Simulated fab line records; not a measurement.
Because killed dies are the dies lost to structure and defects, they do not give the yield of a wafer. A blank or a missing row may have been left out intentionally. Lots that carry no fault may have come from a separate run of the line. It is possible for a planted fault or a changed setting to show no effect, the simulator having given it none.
Split-lot trial | flow n5-finfet | on a route of 1938 steps: 7 lots, 21 wafers read

== THE SPLIT ==
At N5_BEOL_M3_EXPOSE_25 (exposes mask V2, defocus 5 nm), the setting dose-mj was moved away from the recipe's 63 on 10 of the 21 wafers read, by -6.1% to -2.8%. For the rest of the wafers, this setting stayed at what the recipe calls for.

== FROM THE SPLIT TO THE READING: what the file shows between them, 2 steps ==
- N5_BEOL_M3_PEB_26: peb time 60 s
- N5_BEOL_M3_DEVELOP_27: develop time 30 s

== THE READING ==
cd-nm, in nm, at N5_BEOL_M3_CD_MEAS_28 (target cd 25.7 nm, target cd y 23.3 nm). On this fab line, fault-free wafers typically give 25.71 nm with a standard deviation of 0.23 nm.

wafer  | tool, chamber at the split | dose-mj as run | against the recipe | cd-nm, nm | against lot-mates on the recipe
L074.2 | euv-scanner-01, 0          | 61.22          | -2.8%              | 24.98     | -0.61
L074.3 | euv-scanner-01, 0          | 63             | recipe             | 25.59     | -
L074.4 | euv-scanner-01, 0          | 61.22          | -2.8%              | 25.19     | -0.40
L076.1 | euv-scanner-01, 0          | 63             | recipe             | 25.74     | -
L076.3 | euv-scanner-01, 0          | 60.95          | -3.3%              | 24.95     | -0.79
L076.6 | euv-scanner-01, 0          | 60.95          | -3.3%              | 25.08     | -0.66
L082.1 | euv-scanner-02, 0          | 63             | recipe             | 25.47     | -
L082.4 | euv-scanner-02, 0          | 63             | recipe             | 25.61     | -
L082.5 | euv-scanner-02, 0          | 63             | recipe             | 25.44     | -
L086.2 | euv-scanner-02, 0          | 59.22          | -6.0%              | 24.70     | -0.98
L086.5 | euv-scanner-02, 0          | 63             | recipe             | 25.66     | -
L086.6 | euv-scanner-02, 0          | 63             | recipe             | 25.69     | -
L094.2 | euv-scanner-01, 0          | 59.18          | -6.1%              | 24.97     | -0.86
L094.3 | euv-scanner-01, 0          | 59.18          | -6.1%              | 25.00     | -0.83
L094.4 | euv-scanner-01, 0          | 63             | recipe             | 25.83     | -
L095.2 | euv-scanner-01, 0          | 63             | recipe             | 25.20     | -
L095.4 | euv-scanner-01, 0          | 63             | recipe             | 25.83     | -
L095.5 | euv-scanner-01, 0          | 63             | recipe             | 25.82     | -
L097.1 | euv-scanner-02, 0          | 60.8           | -3.5%              | 25.30     | no lot-mate on the recipe
L097.3 | euv-scanner-02, 0          | 60.8           | -3.5%              | 25.22     | no lot-mate on the recipe
L097.6 | euv-scanner-02, 0          | 60.8           | -3.5%              | 25.19     | no lot-mate on the recipe

THE FIT
A straight line over all 21 wafers: cd-nm changes by +0.129 nm for each +1% of dose-mj; r = +0.86; the points scatter about the line by 0.18 nm.
The same after taking each lot's own level away (the mean of its wafers on the recipe; 18 wafers): +0.157 nm for each +1%; r = +0.92; scatter 0.16 nm.
On that fit, the largest move of dose-mj shifts the reading by 0.95 nm.
From 25.507 to 25.830 nm: that is the span of the lots' own levels, equal to 1.4 times the standard deviation above.
So the slope is not independent of the lot-to-lot level: the two fits are not the same.
Check: -1.01 nm against its lot-mates is what the line predicts for one of the wafers moved furthest among these (-6.1%) when that wafer is left out of the fit. Against them it came out at -0.86 nm.

== THE OTHER SPLITS THESE WAFERS WENT THROUGH ==
Note: prior to the reading, these wafers also went through further splits. Each is held against what the fit with the lots' levels taken away leaves over:
other split on the same wafers    | wafers away from the commonest value | r with cd-nm (lot level and that fit taken away)
N5_BEOL_M0_SAQP_EXPOSE_11 dose-mj | 6                                    | -0.01
N5_BEOL_M1_ETCH_64 source-w       | 5                                    | +0.20
N5_BEOL_M1_COAT_68 spin-rpm       | 7                                    | +0.23
N5_BEOL_M2_COAT_62 spin-rpm       | 6                                    | +0.01
N5_BEOL_M2_ETCH_74 source-w       | 9                                    | -0.09
N5_BEOL_M3_COAT_22 spin-rpm       | 11                                   | -0.01

== THE FILE'S OWN FIT ==
cd-nm changes by +0.161 nm for each +1% of dose-mj, r = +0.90.
